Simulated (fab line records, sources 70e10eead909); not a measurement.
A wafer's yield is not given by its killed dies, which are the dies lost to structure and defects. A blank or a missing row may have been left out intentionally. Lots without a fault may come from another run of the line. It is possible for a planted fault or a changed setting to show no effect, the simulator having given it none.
Struck lot and sound lot, side by side -- flow nand-harc -- 6 steps out of a route of 1302
Sound: wafers L728.2, L728.3, L728.6. Struck: wafers L734.1, L734.2, L734.4. The cause is named last.
Order at every step that has rows: each side's tool, ch and its chambers, its first start. Under that, the readings that differ: sound wafers -- struck wafers -- difference of the means -- sigmas: that difference in standard deviations of wafers without a fault.
alike: same words and numbers on both sides, and readings whose means sit less than 2 such deviations apart. not compared: any withheld reading, any reading some wafer has no value for, any bound like >300 that may hide the same value, and any number with overlapping values for which the record gives no deviation.
The two part at a step that has a row with sigmas, a row that says differs or no value, or rows on one side only. Numbers that have no deviation but don't overlap get no sigmas and don't part them. Lack of a reading on every wafer of one side parts them only where that side has two or more wafers.

NHARC_P_START_INSPECT_01:
  struck on defect-inspect-01, day 8 02:02; sound on defect-inspect-02, day 5 14:02
  alike: raw-defect-count
then, 2 steps without rows for these wafers: NHARC_P_ZERO_WELL_PRECLEAN_00 (cleans in SPM, time 600 s); NHARC_P_ZERO_WELL_SRD_01.
NHARC_P_ZERO_WELL_PECVD_02: deposits SiO2, target thk 10 nm.
  sound on pecvd-02 ch 0,1,2, day 5 14:26; struck on pecvd-02 ch 0,1, day 8 02:26
reading,sound,struck,difference,sigmas
chamber-pressure-Torr (Torr),6.492 6.488 6.509,- - -,no value on the struck wafers,
  not compared: since-wet-clean-h
then, 1 step without rows for these wafers: NHARC_P_ZERO_WELL_DEHYDRATE_03 (time 120 s).
-- record jumps: 22 days between struck wafers' starts before vs after; left off in module P_ZERO_WELL, resumes in module END, first step shown is number 1302 of the route --
NHARC_END_SORT_01:
  at this point the record logs the struck wafers (prober-02 ch 0, day 30 07:15) and has no rows for the sound ones

WHERE THEY PART
Earliest at NHARC_P_ZERO_WELL_PECVD_02; latest, in this record, at NHARC_END_SORT_01.

WHY: what the simulator had put in
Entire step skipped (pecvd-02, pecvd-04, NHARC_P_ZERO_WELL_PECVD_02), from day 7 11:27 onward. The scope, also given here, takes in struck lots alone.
